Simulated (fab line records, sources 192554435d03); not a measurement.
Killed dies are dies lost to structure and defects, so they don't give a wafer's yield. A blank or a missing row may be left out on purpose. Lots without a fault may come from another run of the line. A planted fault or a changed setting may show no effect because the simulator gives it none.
Chamber matching | flow n5_finfet | N5_BEOL_M0_SAQP_STRIP_75 on rie_diel-06: 4 sister chambers
The step strips in CF4. 8 wafers are shown with their chamber, then 7 later ones without.

WAFERS WITH THEIR CHAMBER
wafer  | chamber | showerhead_plenum_p_Torr (Torr) | throttle_valve_pct (%)
L705.4 | 3       | 1.76                            | 13.36
L710.4 | 1       | 1.86                            | 13.85
L710.5 | 0       | 1.71                            | 13.97
L711.5 | 0       | 1.71                            | 14.00
L721.2 | 3       | 1.76                            | 13.41
L721.4 | 2       | 1.72                            | 14.22
L721.6 | 1       | 1.85                            | 13.89
L722.2 | 2       | 1.72                            | 14.23

WAFERS WITHOUT THEIR CHAMBER
wafer  | showerhead_plenum_p_Torr (Torr) | throttle_valve_pct (%)
L722.4 | 1.85                            | 13.90
L723.1 | 1.72                            | 14.26
L723.4 | 1.75                            | 13.45
L723.5 | 1.85                            | 13.88
L727.1 | 1.85                            | 13.92
L727.3 | 1.75                            | 13.46
L727.4 | 1.85                            | 13.92

WHICH CHAMBER EACH WENT THROUGH
wafer  | from the rows above | in truth
L722.4 | 1                   | 1
L723.1 | 2                   | 2
L723.4 | 3                   | 3
L723.5 | 1                   | 1
L727.1 | 1                   | 1
L727.3 | 3                   | 3
L727.4 | 1                   | 1
Placed correctly: 7 of 7. Can't be placed from these rows: 0. Placed wrongly: 0.
How it was worked out, from the rows above alone: a wafer's distance from a chamber is the root of the sum, over the readings, of the square of ((its reading less the chamber's mean) divided by the reading's scatter). The wafer belongs to the nearest chamber; if the next one is less than 2 further off, it can't be placed. A chamber's mean is the mean of its shown wafers. The scatter: the root of (the sum of the squares of (reading less its chamber's mean) over the shown wafers, divided by (wafers less chambers)).
